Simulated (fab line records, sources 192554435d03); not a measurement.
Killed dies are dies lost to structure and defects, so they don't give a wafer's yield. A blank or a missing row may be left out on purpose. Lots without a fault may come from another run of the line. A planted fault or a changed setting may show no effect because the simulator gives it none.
fab line records | flow n5_finfet
record lots=7 wafers=39
route steps=1938 shown BEOL_M8@1332 BEOL_M10@1509 BEOL_M12@1637 BEOL_M14@1751
start_h: hours from the record's first day to the start of the lot's first wafer shown | wait_h: hours since the lot's step before | " the same as in the row above | L1.1+2: a row that stands for several wafers | - no value, or no start given | * or withheld: withheld | < > ~ a bound
route shown NAME@n: a module of which the file shows steps, and the number in the route of the first | usual: mean/standard deviation of fault-free wafers | same: alike in all rows | chamber/n: place in a boat | sites: the reading at each site | _std_site: their standard deviation | _edge_site: outer sites' mean less inner sites' | radius_mm: how far each site lies from the wafer's centre | mask NAME#n: copy n | behind: the tool/chamber that last shaped the wafer | hold: why the lot was held/for how many hours/how that ended | device: the transistor (n, p or np) that didn't switch | end of line: the same wafers' tests at the end of the route | a step without rows: its recipe alone | killed: dies lost to structure and defects at the first sort, not the wafer's yield | map: a wafer's dies, x killed, . not, _ none there
set.NAME: the setting as run; set.NAME@STEP: as run at that earlier step | model.NAME: the simulator's own value behind a step, which no gauge read
lots whose settings were changed on purpose; a table a step, a row a wafer
## steps
# step N5_BEOL_M8_ILD_DEP_00
# recipe material=SiCOH_lowk target_thk_a=1797.5 temp_c=300 precursor=DEMS/porogen pressure_torr=5 rf_w=500 time_s=33.4
# columns lot.wafer tool chamber start_h wait_h set.time_s model.SiCOH_lowk_of_BEOL_M8_ILD_DEP_00.thk_nm
L076.1+6 pecvd-02 0 193.58 0.0 33.4 179
L076.2 " 1 " " 33.4 175.6
L076.3 " 2 " " 22.99 123.6
L076.4 " 1 " " 22.99 124.6
L076.5 " 2 " " 22.99 125
L079.1 pecvd-02 1 223.92 0.0 33.4 178.8
L079.2 " 2 " " 28.11 153
L079.3 " 0 " " 33.4 183
L079.4 " 2 " " 28.11 155
L079.5 " 1 " " 33.4 180.4
L079.6 " 0 " " 28.11 153.6
L091.2 pecvd-04 1 287.67 0.0 33.4 177.6
L091.4 " 1 " " 33.4 181.2
L091.5 " 0 " " 33.4 184.4
L092.1 pecvd-04 0 311.75 0.0 33.4 178.6
L092.2 " 2 " " 33.4 175.6
L092.3 " 1 " " 33.4 177.2
L092.4 " 2 " " 33.4 180
L092.5 " 1 " " 33.4 181.2
L092.6 " 0 " " 33.4 182
L094.1 pecvd-04 1 320.93 0.0 33.4 177.6
L094.2 " 2 " " 51.18 268.6
L094.3 " 0 " " 51.18 270.6
L094.4 " 2 " " 33.4 179.2
L094.5 " 0 " " 33.4 182.6
L094.6 " 1 " " 51.18 273.8
L097.1 pecvd-04 1 335.24 0.0 23.59 126
L097.2+6 " 0,2 " " 33.4 179.8
L097.3 " 2 " " 23.59 127
L097.4 " 0 " " 23.59 130.6
L097.5 " 1 " " 33.4 179.2
L096.1 pecvd-02 0 349.65 0.0 33.4 180.2
L096.2 " 1 " " 33.4 176.6
L096.3+4 " 2,0 " " 18.75 104
L096.5 " 1 " " 18.75 101.6
L096.6 " 2 " " 33.4 182
# step N5_BEOL_M8_CURE_74
# recipe temp_c=385 time_s=240 ambient=He/Ar material=SiCOH_lowk
# columns lot.wafer tool chamber start_h wait_h set.time_s@BEOL_M8_ILD_DEP_00 model.SiCOH_lowk_of_BEOL_M8_ILD_DEP_00.thk_nm
L076.1 uv_cure-01 1 193.64 0.0 33.4 154.2
L076.2 " 1 " " 33.4 151.4
L076.3 " 1 " " 22.99 106.4
L076.4 " 1 " " 22.99 107.2
L076.5 " 1 " " 22.99 107.4
L076.6 " 1 " " 33.4 154.4
L079.1 uv_cure-03 2 223.99 0.0 33.4 154.2
L079.2 " 2 " " 28.11 131.8
L079.3 " 2 " " 33.4 157.8
L079.4 " 2 " " 28.11 133.4
L079.5 " 2 " " 33.4 155.4
L079.6 " 2 " " 28.11 132.2
L091.2 uv_cure-02 1 287.84 0.1 33.4 153
L091.4 " 1 " " 33.4 156.4
L091.5 " 1 " " 33.4 159
L092.1 uv_cure-02 1 311.82 0.0 33.4 154
L092.2 " 1 " " 33.4 151.4
L092.3 " 1 " " 33.4 152.8
L092.4 " 1 " " 33.4 155.2
L092.5 " 1 " " 33.4 156.2
L092.6 " 1 " " 33.4 157
L094.1 uv_cure-02 2 320.99 0.0 33.4 153.2
L094.2 " 2 " " 51.18 232.8
L094.3 " 2 " " 51.18 234.6
L094.4 " 2 " " 33.4 154.4
L094.5 " 2 " " 33.4 157.4
L094.6 " 2 " " 51.18 237.4
L097.1 uv_cure-03 0 335.31 0.0 23.59 108.4
L097.2 " 0 " " 33.4 155
L097.3 " 0 " " 23.59 109.2
L097.4 " 0 " " 23.59 112.2
L097.5 " 0 " " 33.4 154.6
L097.6 " 0 " " 33.4 155.2
L096.1 uv_cure-02 1 349.71 0.0 33.4 155.4
L096.2 " 1 " " 33.4 152.2
L096.3 " 1 " " 18.75 89.2
L096.4 " 1 " " 18.75 89.4
L096.5 " 1 " " 18.75 87.2
L096.6 " 1 " " 33.4 157
# step N5_BEOL_M8_THK_MEAS_01
# recipe reads=SiCOH_lowk_of_BEOL_M8_ILD_DEP_00
# usual M8_ILD_THK=154.8/1.9
# columns lot.wafer tool chamber start_h wait_h set.time_s@BEOL_M8_ILD_DEP_00 M8_ILD_THK[nm]
L076.1 film_metro-02 - 194.15 0.4 33.4 154.3
L076.2 " - " " 33.4 151.3
L076.3 " - " " 22.99 106.2
L076.4 " - " " 22.99 107.2
L076.5 " - " " 22.99 107.5
L076.6 " - " " 33.4 154.6
L079.1 film_metro-02 - 224.50 0.4 33.4 154.1
L079.2 " - " " 28.11 131.8
L079.3 " - " " 33.4 157.9
L079.4 " - " " 28.11 133.4
L079.5 " - " " 33.4 155.5
L079.6 " - " " 28.11 132.2
L091.2 film_metro-01 - 288.27 0.4 33.4 153.1
L091.4 " - " " 33.4 156.4
L091.5 " - " " 33.4 159.1
L092.1 film_metro-01 - 312.33 0.4 33.4 154.0
L092.2 " - " " 33.4 151.4
L092.3 " - " " 33.4 152.9
L092.4 " - " " 33.4 155.3
L092.5 " - " " 33.4 156.3
L092.6 " - " " 33.4 157.1
L094.1 film_metro-02 - 321.50 0.4 33.4 153.1
L094.2 " - " " 51.18 232.8
L094.3 " - " " 51.18 234.5
L094.4 " - " " 33.4 154.4
L094.5 " - " " 33.4 157.5
L094.6 " - " " 51.18 237.5
L097.1 film_metro-02 - 335.82 0.4 23.59 108.2
L097.2 " - " " 33.4 154.9
L097.3 " - " " 23.59 109.1
L097.4 " - " " 23.59 112.3
L097.5 " - " " 33.4 154.6
L097.6 " - " " 33.4 155.2
L096.1 film_metro-02 - 350.22 0.4 33.4 155.4
L096.2 " - " " 33.4 152.2
L096.3 " - " " 18.75 89.2
L096.4 " - " " 18.75 89.4
L096.5 " - " " 18.75 87.3
L096.6 " - " " 33.4 156.9
# step N5_BEOL_M10_VIA_ETCH_34
# recipe chemistry=C4F6/O2 target=SiCOH_lowk target_depth_a=1845 mask_material=SOC taper_deg=4 time_s=69.2 ion_energy_ev=250 pressure_mtorr=30 source_w=345 bias_w=185 Ar_flow_sccm=300 C4F6_flow_sccm=10 O2_flow_sccm=10
# columns lot.wafer tool chamber start_h wait_h set.time_s model.etch.depth_nm model.SOC_of_BEOL_M10_COAT_63.thk_nm
L076.1 rie_diel-01 3 214.76 0.0 69.2 186.8 92
L076.2 " 1 " " 56.41 148.8 93.2
L076.3 " 0 " " 69.2 183.6 91.8
L076.4 " 2 " " 56.41 148.7 93.4
L076.5 " 1 " " 56.41 148.3 93.8
L076.6 " 2 " " 69.2 183.2 91.8
L079.1 rie_diel-06 1 243.33 0.0 93.11 241.6 89.4
L079.2 " 3 " " 93.11 251.7 89.2
L079.3 " 2 " " 69.2 186.2 92
L079.4 " 0 " " 93.11 251.1 88.6
L079.5 " 1 " " 69.2 181.5 92.2
L079.6 " 0 " " 69.2 184.8 91.8
L091.2 rie_diel-06 2 315.81 0.0 69.2 183.5 91.8
L091.4 " 0 " " 69.2 186.4 91.8
L091.5 " 3 " " 69.2 186.6 92.2
L092.1 rie_diel-02 3 329.26 0.0 41.31 109.3 95.2
L092.2 " 0 " " 41.31 110.3 95
L092.3 " 1 " " 69.2 188.6 91.6
L092.4 " 2 " " 69.2 189.7 91.8
L092.5 " 2 " " 41.31 112.4 95
L092.6 " 1 " " 69.2 187.6 91.8
L094.1 rie_diel-01 0 343.68 0.0 69.2 187.2 91.4
L094.2 " 1 " " 69.2 182.4 91.8
L094.3+5 " 2,1 " " 82.09 218.5 90.2
L094.4 " 3 " " 69.2 185.6 92
L094.6 " 2 " " 82.09 218.7 90.4
L097.1 rie_diel-01 0 355.46 0.0 107.1 287.4 87.6
L097.2 " 1 " " 69.2 183.4 92
L097.3 " 2 " " 69.2 181.2 92.2
L097.4 " 2 " " 107.1 281.8 87.6
L097.5 " 1 " " 69.2 182.8 91.6
L097.6 " 0 " " 107.1 285.3 88
L096.1 rie_diel-02 0 370.58 0.0 69.2 179.4 92.2
L096.2 " 3 " " 95.93 257.3 89.2
L096.3 " 2 " " 69.2 184.1 92.4
L096.4 " 1 " " 95.93 251.1 89
L096.5 " 0 " " 69.2 178.4 92.4
L096.6 " 3 " " 95.93 256.3 88.8
# step N5_BEOL_M12_ETCH_68
# recipe chemistry=N2/H2 target=SOC mask_material=SiARC source_w=3000 bias_w=350 temp_c=40 time_s=285 ion_energy_ev=200 pressure_mtorr=30 n2_flow_sccm=200 h2_flow_sccm=200
# columns lot.wafer tool chamber start_h wait_h set.time_s model.SiARC_of_BEOL_M12_COAT_66.thk_nm
L076.1+2+3+4+6 rie_diel-01 0,1,2,3,3 225.27 0.1 285 85.6
L076.5 " 0 " " 285 86.4
L079.1 rie_diel-02 3 259.82 0.1 285 86.6
L079.2 " 1 " " 285 86
L079.3 " 2 " " 285 84.2
L079.4 " 1 " " 285 85.8
L079.5 " 3 " " 285 86.4
L079.6 " 2 " " 285 84.6
L091.2 rie_diel-06 2 327.47 0.1 285 86
L091.4 " 0 " " 285 85.6
L091.5 " 3 " " 285 85.2
L092.1 rie_diel-02 0 342.97 0.1 160.4 96.6
L092.2 " 2 " " 285 86
L092.3+6 " 1 " " 160.4 96.8
L092.4 " 2 " " 285 85.6
L092.5 " 0 " " 285 86.4
L094.1+5 rie_diel-06 3,0 358.28 0.1 285 86.4
L094.2+3 " 0,2 " " 285 86.2
L094.4 " 3 " " 285 85.8
L094.6 " 2 " " 285 86
L097.1 rie_diel-01 1 367.11 0.1 352.6 80.4
L097.2 " 3 " " 352.6 79.6
L097.3 " 2 " " 285 86.4
L097.4 " 0 " " 352.6 80
L097.5+6 " 0,1 " " 285 85.8
L096.1 rie_diel-02 0 382.02 0.1 285 86.6
L096.2 " 2 " " 285 85.6
L096.3+4+5 " 1,3,1 " " 285 85.8
L096.6 " 0 " " 285 86.2
# step N5_BEOL_M14_ETCH_68
# recipe chemistry=N2/H2 target=SOC mask_material=SiARC source_w=3000 bias_w=350 temp_c=40 time_s=450 ion_energy_ev=200 pressure_mtorr=30 n2_flow_sccm=200 h2_flow_sccm=200
# columns lot.wafer tool chamber start_h wait_h set.target_depth_a model.SiARC_of_BEOL_M14_COAT_66.thk_nm
L076.1 rie_diel-06 3 237.67 0.1 9000 65
L076.2 " 1 " " 6827 76.4
L076.3 " 0 " " 6827 76
L076.4+5 " 3,0 " " 9000 65.2
L076.6 " 1 " " 6827 76.6
L079.1+2 rie_diel-06 0,2 268.44 0.1 4135 89
L079.3 " 1 " " 9000 65
L079.4 " 3 " " 9000 64.6
L079.5 " 2 " " 4135 88.8
L079.6 " 1 " " 9000 64.8
L091.2+4 rie_diel-02 2 340.72 0.1 9000 64
L091.5 " 0 " " 9000 64.8
L092.1+4 rie_diel-02 1 353.39 0.1 6806 75.6
L092.2 " 0 " " 6806 76.6
L092.3 " 2 " " 9000 64.8
L092.5 " 0 " " 9000 65.8
L092.6 " 2 " " 9000 64.2
L094.1 rie_diel-06 1 366.75 0.1 12760 47.6
L094.2 " 0 " " 12760 46
L094.3 " 3 " " 9000 65.6
L094.4 " 2 " " 9000 65.2
L094.5 " 3 " " 9000 65.8
L094.6 " 0 " " 12760 46.6
L097.1 rie_diel-06 3 378.79 0.1 12560 47.2
L097.2 " 1 " " 12560 48.6
L097.3+6 " 2,0 " " 9000 64.6
L097.4 " 0 " " 9000 64.8
L097.5 " 3 " " 12560 47.8
L096.1 rie_diel-02 3 395.31 0.1 9000 63.8
L096.2 " 2 " " 12150 47.4
L096.3 " 1 " " 12150 48.6
L096.4 " 0 " " 9000 65.2
L096.5 " 1 " " 9000 64.6
L096.6 " 2 " " 12150 48.2
## key
split step=N5_BEOL_M8_ILD_DEP_00 setting=time_s stated=33.4 by=wafer
response step=N5_BEOL_M8_ILD_DEP_00 reading=model.SiCOH_lowk_of_BEOL_M8_ILD_DEP_00.thk_nm change=+1.73 per=1% r=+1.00
response step=N5_BEOL_M8_CURE_74 reading=model.SiCOH_lowk_of_BEOL_M8_ILD_DEP_00.thk_nm change=+1.5 per=1% r=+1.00
response step=N5_BEOL_M8_THK_MEAS_01 reading=M8_ILD_THK change=+1.51 per=1% r=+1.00
split step=N5_BEOL_M10_VIA_ETCH_34 setting=time_s stated=69.2 by=wafer
response step=N5_BEOL_M10_VIA_ETCH_34 reading=model.etch.depth_nm change=+1.89 per=1% r=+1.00
response step=N5_BEOL_M10_VIA_ETCH_34 reading=model.SOC_of_BEOL_M10_COAT_63.thk_nm change=-0.0814 per=1% r=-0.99
split step=N5_BEOL_M12_ETCH_68 setting=time_s stated=285 by=wafer
response step=N5_BEOL_M12_ETCH_68 reading=model.SiARC_of_BEOL_M12_COAT_66.thk_nm change=-0.247 per=1% r=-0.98
split step=N5_BEOL_M14_ETCH_68 setting=target_depth_a stated=9000 by=wafer
response step=N5_BEOL_M14_ETCH_68 reading=model.SiARC_of_BEOL_M14_COAT_66.thk_nm change=-0.448 per=1% r=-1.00
